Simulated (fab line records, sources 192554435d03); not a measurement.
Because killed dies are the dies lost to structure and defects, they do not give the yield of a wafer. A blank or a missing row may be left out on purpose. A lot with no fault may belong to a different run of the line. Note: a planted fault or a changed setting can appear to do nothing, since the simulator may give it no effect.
A lot that was struck, set against a sound lot :: flow n5_finfet :: 27 out of 1938 route steps
Sound: these wafers, L649.2, L649.4, L649.6. The struck wafers were L648.1, L648.2, L648.3. The cause is given at the end.
For every step that has rows: the tool of each side, followed by ch and its chambers, followed by its first start. Under that, the readings that differ: sound wafers :: struck wafers :: difference of the means :: sigmas: that difference in standard deviations of wafers without a fault.
alike: same words and numbers on both sides, and readings whose means sit less than 2 such deviations apart. not compared: any withheld reading, any reading some wafer has no value for, any bound like >300 that may hide the same value, and any number with overlapping values for which the record gives no deviation.
Wherever a step has rows on one side only, a row that says differs or no value, or a row with sigmas, the two part there. Numbers that have no deviation but don't overlap get no sigmas and don't part them. A reading missing from all wafers of one side parts the sides only when that side holds two or more wafers.

first, 8 steps without rows for these wafers: N5_BEOL_M0_CMP_120 (polishes, stops on SiOC, t overpolish 6.9 s); N5_BEOL_M0_PRE_CLEAN_131 (time 15 s); N5_BEOL_M0_CO_CAP_123 (material Co, precursor CCTBA/H2, target thk 2 nm, time 102.1 s); N5_BEOL_M0_PRE_CLEAN_124 (time 15 s); N5_BEOL_M0_DEP_125 (deposits SiCN from 3MS/NH3, target thk 8 nm, time 14 s); N5_BEOL_M1_ILD_DEP_00 (deposits SiOC from DEMS/O2, target thk 79 nm, time 15.3 s); N5_BEOL_M1_PECVD_72 (deposits SiO2 from TEOS/O2, target thk 16 nm, time 18 s); N5_BEOL_M1_HM_DEP_02 (deposits TiN, target thk 20 nm).
N5_BEOL_M1_COAT_61: time 60 s, resist thk 60 nm.
  sound on litho_track-01 ch 0, day 10 06:56; struck on litho_track-02 ch 0, day 9 22:11
reading: spin_speed_rpm (rpm)
sound: 1498.8 1499.9 1499.4
struck: 1540.6 1540.7 1539.4
difference: +40.9
sigmas: +46

reading: model.SOC_of_BEOL_M1_COAT_61.thk_nm (nm)
sound: 60 60.2 59.8
struck: 59.2 58.8 59.2
difference: -0.9
sigmas: 
  alike: dispense_pressure_kPa, heater_power_total_W
then, 11 steps without rows for these wafers: N5_BEOL_M1_COAT_62 (time 60 s, resist thk 12 nm); N5_BEOL_M1_COAT_73 (time 60 s, resist thk 5 nm); N5_BEOL_M1_COAT_05 (resist thk 30 nm); N5_BEOL_M1_EBR_07; N5_BEOL_M1_SOFTBAKE_06 (time 60 s); N5_BEOL_M1_EXPOSE_08 (exposes mask M1); N5_BEOL_M1_PEB_09 (peb time 60 s); N5_BEOL_M1_DEVELOP_10 (develop time 30 s); N5_BEOL_M1_DESCUM_16 (chemistry O2, time 7 s); N5_BEOL_M1_ETCH_74 (etches underlayer in N2/H2, target depth 6.5 nm, time 5.2 s); N5_BEOL_M1_ETCH_63 (etches SiARC in CF4, target depth 15.6 nm, time 26 s).
N5_BEOL_M1_ETCH_64: etches SOC in N2/H2, target depth 75 nm, overetch 15 nm, time 112.5 s.
  sound on rie_diel-01 ch 1,2,3, day 10 07:48; struck on rie_diel-03 ch 0,1,2, day 9 22:46
reading: model.etch.depth_nm (nm)
sound: 60.09 60.14 59.88
struck: 59.2 58.74 59.2
difference: -1.0
sigmas: 
  alike: drypump_motor_current_A, oes_product_au, rf_fwd_power_W, rf_vpp_V, showerhead_plenum_p_Torr, throttle_valve_pct
  not compared: rf_hours_counter_h
then, 3 steps without rows for these wafers: N5_BEOL_M1_STRIP_65 (strips in N2/H2); N5_BEOL_M1_STRIP_75 (strips in N2/H2); N5_BEOL_M1_STRIP_66 (strips in CF4).
N5_BEOL_M1_HM_OPEN_17: chemistry Cl2/BCl3, target TiN, target depth 20 nm, overetch 6 nm.
  sound on rie_metal-03 ch 0,1, day 10 07:58; struck on rie_metal-03 ch 0,1, day 9 22:55
reading: model.SOC_of_BEOL_M1_COAT_61.thk_nm (nm)
sound: 52.4 52.4 52
struck: 51.4 51 51.6
difference: -0.9
sigmas: 
  alike: drypump_motor_current_A, oes_product_au, rf_fwd_power_W, throttle_valve_pct
  not compared: rf_hours_counter_h
then, 1 step without rows for these wafers: N5_BEOL_M1_STRIP_19 (strips in O2).
-- a jump in the record: the struck wafers' starts before and after are 3 days apart (it breaks off in module BEOL_M1 and resumes in module BEOL_M4, where the first step shown is number 1111 of the route) --
N5_BEOL_M4_RC_MEAS_101:
  sound on prober-02 ch 0, day 13 15:07; struck on prober-01 ch 0, day 12 22:23
  alike: DIBL_N, DIBL_P, IOFF_N, IOFF_P, ION_N, ION_P, SS_N, SS_P, VT_N, VT_P

== WHERE THEY PART ==
At N5_BEOL_M1_COAT_61 and nowhere else, as far as this record goes. Later steps at which nothing parts them and some readings are alike: N5_BEOL_M1_ETCH_64, N5_BEOL_M1_HM_OPEN_17, N5_BEOL_M4_RC_MEAS_101.

WHY: the cause the simulator had injected
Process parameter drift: litho_track-02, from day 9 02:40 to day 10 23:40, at N5_BEOL_M1_COAT_61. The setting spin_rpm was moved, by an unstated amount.
